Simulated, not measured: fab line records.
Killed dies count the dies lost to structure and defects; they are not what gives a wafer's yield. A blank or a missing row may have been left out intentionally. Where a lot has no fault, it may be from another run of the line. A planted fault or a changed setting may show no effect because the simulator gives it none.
Which tool did it? / flow n5Finfet / 33 wafers from 11 lots sampled at 3 of the route's 1938 steps

WHAT EACH GAUGE READ, for each wafer
N5_PASSIVATION_CD_MEAS_10 targets a cd of 3000 nm. Usual: cdNm 3000.6 nm, standard deviation 2.2.
lot=L366; measured=day 12 21:47; on=cdSem-03; cdNm (nm)=3002.9 3002.3 3000.9; flag=
lot=L368; measured=day 13 08:17; on=cdSem-02; cdNm (nm)=3004.4 3000.5 2999.6; flag=
lot=L369; measured=day 13 11:44; on=cdSem-01; cdNm (nm)=3000.8 2997.9 3000.5; flag=
lot=L370; measured=day 14 06:44; on=cdSem-01; cdNm (nm)=2999.5 3002.8 2998.1; flag=
lot=L373; measured=day 14 11:24; on=cdSem-01; cdNm (nm)=3000.1 3001.3 2995.8; flag=
lot=L374; measured=day 15 04:28; on=cdSem-03; cdNm (nm)=3000.7 2999.7 3002.3; flag=
lot=L375; measured=day 15 07:48; on=cdSem-02; cdNm (nm)=2997.9 3000.8 3002.7; flag=
lot=L384; measured=day 17 04:42; on=cdSem-03; cdNm (nm)=3001.3 3001.7 3003.2; flag=
lot=L385; measured=day 17 05:53; on=cdSem-02; cdNm (nm)=2999.4 3000.8 2998.8; flag=
lot=L386; measured=day 18 10:40; on=cdSem-01; cdNm (nm)=3000.8 2997.8 3001.3; flag=
lot=L388; measured=day 18 22:27; on=cdSem-01; cdNm (nm)=2997.7 2999.4 3000.0; flag=

WHAT TOOL EACH LOT RAN ON (gives the tool, then ch and the chambers of the sampled wafers, and finally the start)
lot=L366; N5_MOL_CONTACT_COAG_ETCH_66=rieDiel-06 ch 1,2,3, day 5 17:37; N5_MIM_BOT_ETCH_ETCH_03=rieMetal-03 ch 0, day 12 17:58
lot=L368; N5_MOL_CONTACT_COAG_ETCH_66=rieDiel-06 ch 0,1,2, day 6 00:29; N5_MIM_BOT_ETCH_ETCH_03=rieMetal-01 ch 0,1, day 13 06:31
lot=L369; N5_MOL_CONTACT_COAG_ETCH_66=rieDiel-01 ch 0,1,3, day 6 06:29; N5_MIM_BOT_ETCH_ETCH_03=rieMetal-02 ch 0,1, day 13 09:25
lot=L370; N5_MOL_CONTACT_COAG_ETCH_66=rieDiel-06 ch 0,2,3, day 6 13:13; N5_MIM_BOT_ETCH_ETCH_03=rieMetal-02 ch 0,1, day 14 05:25
lot=L373; N5_MOL_CONTACT_COAG_ETCH_66=rieDiel-06 ch 0,2,3, day 7 03:37; N5_MIM_BOT_ETCH_ETCH_03=rieMetal-03 ch 0,1, day 14 10:13
lot=L374; N5_MOL_CONTACT_COAG_ETCH_66=rieDiel-06 ch 0,1,3, day 7 11:54; N5_MIM_BOT_ETCH_ETCH_03=rieMetal-03 ch 0,1, day 15 01:30
lot=L375; N5_MOL_CONTACT_COAG_ETCH_66=rieDiel-05 ch 2,3, day 7 20:38; N5_MIM_BOT_ETCH_ETCH_03=rieMetal-01 ch 0,1, day 15 06:33
lot=L384; N5_MOL_CONTACT_COAG_ETCH_66=rieDiel-01 ch 0,3, day 9 21:33; N5_MIM_BOT_ETCH_ETCH_03=rieMetal-01 ch 0,1, day 17 03:33
lot=L385; N5_MOL_CONTACT_COAG_ETCH_66=rieDiel-01 ch 0,1,3, day 10 12:58; N5_MIM_BOT_ETCH_ETCH_03=rieMetal-01 ch 0,1, day 17 04:35
lot=L386; N5_MOL_CONTACT_COAG_ETCH_66=rieDiel-01 ch 0,2, day 10 13:10; N5_MIM_BOT_ETCH_ETCH_03=rieMetal-03 ch 0,1, day 18 09:10
lot=L388; N5_MOL_CONTACT_COAG_ETCH_66=rieDiel-01 ch 1,2,3, day 10 23:47; N5_MIM_BOT_ETCH_ETCH_03=rieMetal-01 ch 0,1, day 18 19:20
- N5_MOL_CONTACT_COAG_ETCH_66: etches SiARC in CF4, target depth 13 nm, time 21.7 s.
- N5_MIM_BOT_ETCH_ETCH_03: etches the open film in Cl2/BCl3, target depth 12 nm.

AS READ BY THE TOOLS THEMSELVES (means over the sampled wafers that have a number; for cases with no such wafer, the mark the record gives instead)
N5_MOL_CONTACT_COAG_ETCH_66. Usual: biasW is 36.01 W with standard deviation 0.12, drypumpMotorCurrentA is 5.6 A with standard deviation 0.54, etchRfOnTimeS is 21.7 s with standard deviation 0.41, oesProductAu is 0.65 a.u. with standard deviation 0.07, rfVppV is 183.7 V with standard deviation 1.1, showerheadPlenumPTorr is 2.11 Torr with standard deviation 0.054, and throttleValvePct is 15.65 % with standard deviation 0.24.
lot=L366; tool=rieDiel-06; biasW (W)=35.98; drypumpMotorCurrentA (A)=5.6; etchRfOnTimeS (s)=21.7; oesProductAu (a.u.)=0.62; rfVppV (V)=183.0; showerheadPlenumPTorr (Torr)=2.05; throttleValvePct (%)=15.78; flag=
lot=L368; tool=rieDiel-06; biasW (W)=36.05; drypumpMotorCurrentA (A)=5.7; etchRfOnTimeS (s)=21.3; oesProductAu (a.u.)=0.65; rfVppV (V)=183.4; showerheadPlenumPTorr (Torr)=2.09; throttleValvePct (%)=15.74; flag=
lot=L369; tool=rieDiel-01; biasW (W)=36.02; drypumpMotorCurrentA (A)=5.1; etchRfOnTimeS (s)=22.0; oesProductAu (a.u.)=0.64; rfVppV (V)=184.3; showerheadPlenumPTorr (Torr)=2.11; throttleValvePct (%)=15.60; flag=
lot=L370; tool=rieDiel-06; biasW (W)=35.97; drypumpMotorCurrentA (A)=5.9; etchRfOnTimeS (s)=21.6; oesProductAu (a.u.)=0.62; rfVppV (V)=182.9; showerheadPlenumPTorr (Torr)=2.08; throttleValvePct (%)=15.71; flag=
lot=L373; tool=rieDiel-06; biasW (W)=36.01; drypumpMotorCurrentA (A)=5.9; etchRfOnTimeS (s)=21.7; oesProductAu (a.u.)=0.61; rfVppV (V)=182.7; showerheadPlenumPTorr (Torr)=2.08; throttleValvePct (%)=15.72; flag=
lot=L374; tool=rieDiel-06; biasW (W)=36.05; drypumpMotorCurrentA (A)=5.3; etchRfOnTimeS (s)=21.7; oesProductAu (a.u.)=0.63; rfVppV (V)=183.1; showerheadPlenumPTorr (Torr)=2.09; throttleValvePct (%)=15.82; flag=
lot=L375; tool=rieDiel-05; biasW (W)=36.00; drypumpMotorCurrentA (A)=5.9; etchRfOnTimeS (s)=22.1; oesProductAu (a.u.)=0.59; rfVppV (V)=184.9; showerheadPlenumPTorr (Torr)=2.20; throttleValvePct (%)=15.79; flag=
lot=L384; tool=rieDiel-01; biasW (W)=36.05; drypumpMotorCurrentA (A)=5.0; etchRfOnTimeS (s)=21.8; oesProductAu (a.u.)=0.72; rfVppV (V)=182.8; showerheadPlenumPTorr (Torr)=2.08; throttleValvePct (%)=15.54; flag=
lot=L385; tool=rieDiel-01; biasW (W)=35.92; drypumpMotorCurrentA (A)=5.1; etchRfOnTimeS (s)=21.7; oesProductAu (a.u.)=0.70; rfVppV (V)=183.1; showerheadPlenumPTorr (Torr)=2.10; throttleValvePct (%)=15.52; flag=
lot=L386; tool=rieDiel-01; biasW (W)=36.04; drypumpMotorCurrentA (A)=5.4; etchRfOnTimeS (s)=21.3; oesProductAu (a.u.)=0.69; rfVppV (V)=183.7; showerheadPlenumPTorr (Torr)=2.10; throttleValvePct (%)=15.57; flag=
lot=L388; tool=rieDiel-01; biasW (W)=35.92; drypumpMotorCurrentA (A)=5.6; etchRfOnTimeS (s)=21.5; oesProductAu (a.u.)=0.71; rfVppV (V)=184.3; showerheadPlenumPTorr (Torr)=2.13; throttleValvePct (%)=15.38; flag=

N5_MIM_BOT_ETCH_ETCH_03. Usual: biasW 100.06 W, standard deviation 0.29; drypumpMotorCurrentA 6.0 A, standard deviation 0.36; oesProductAu 0.80 a.u., standard deviation 0.068; throttleValvePct 27.55 %, standard deviation 0.23.
lot=L366; tool=rieMetal-03; biasW (W)=100.27; drypumpMotorCurrentA (A)=6.3; oesProductAu (a.u.)=0.78; throttleValvePct (%)=27.52; flag=
lot=L368; tool=rieMetal-01; biasW (W)=99.76; drypumpMotorCurrentA (A)=5.6; oesProductAu (a.u.)=0.76; throttleValvePct (%)=27.45; flag=
lot=L369; tool=rieMetal-02; biasW (W)=99.89; drypumpMotorCurrentA (A)=6.1; oesProductAu (a.u.)=0.84; throttleValvePct (%)=27.82; flag=
lot=L370; tool=rieMetal-02; biasW (W)=100.36; drypumpMotorCurrentA (A)=6.2; oesProductAu (a.u.)=0.84; throttleValvePct (%)=27.82; flag=
lot=L373; tool=rieMetal-03; biasW (W)=99.91; drypumpMotorCurrentA (A)=6.2; oesProductAu (a.u.)=0.88; throttleValvePct (%)=27.37; flag=
lot=L374; tool=rieMetal-03; biasW (W)=99.99; drypumpMotorCurrentA (A)=6.2; oesProductAu (a.u.)=0.89; throttleValvePct (%)=27.36; flag=
lot=L375; tool=rieMetal-01; biasW (W)=99.86; drypumpMotorCurrentA (A)=5.8; oesProductAu (a.u.)=0.75; throttleValvePct (%)=27.63; flag=
lot=L384; tool=rieMetal-01; biasW (W)=99.79; drypumpMotorCurrentA (A)=5.6; oesProductAu (a.u.)=0.73; throttleValvePct (%)=27.46; flag=
lot=L385; tool=rieMetal-01; biasW (W)=100.28; drypumpMotorCurrentA (A)=5.9; oesProductAu (a.u.)=0.75; throttleValvePct (%)=27.64; flag=
lot=L386; tool=rieMetal-03; biasW (W)=99.92; drypumpMotorCurrentA (A)=6.2; oesProductAu (a.u.)=0.81; throttleValvePct (%)=27.46; flag=
lot=L388; tool=rieMetal-01; biasW (W)=100.06; drypumpMotorCurrentA (A)=5.8; oesProductAu (a.u.)=0.74; throttleValvePct (%)=27.65; flag=

THE ANSWER, worked out from the rows above alone
Rule: lot off if the mean of its wafers having a number is beyond 3 standard deviations from the usual mean. Also off: a lot with no number at a reading for which 4 or more lots have one. All remaining lots with rows at the step are treated as sound. First the gauges in route order, then the tools' own readings, where a lot's mean is used as printed above. At the first step where some lot is off, the reading lying furthest off is the one used; lots without a number count as furthest.
No lot is off at any reading shown: from this, nothing can be told.

WHAT THE SIMULATOR PUT IN
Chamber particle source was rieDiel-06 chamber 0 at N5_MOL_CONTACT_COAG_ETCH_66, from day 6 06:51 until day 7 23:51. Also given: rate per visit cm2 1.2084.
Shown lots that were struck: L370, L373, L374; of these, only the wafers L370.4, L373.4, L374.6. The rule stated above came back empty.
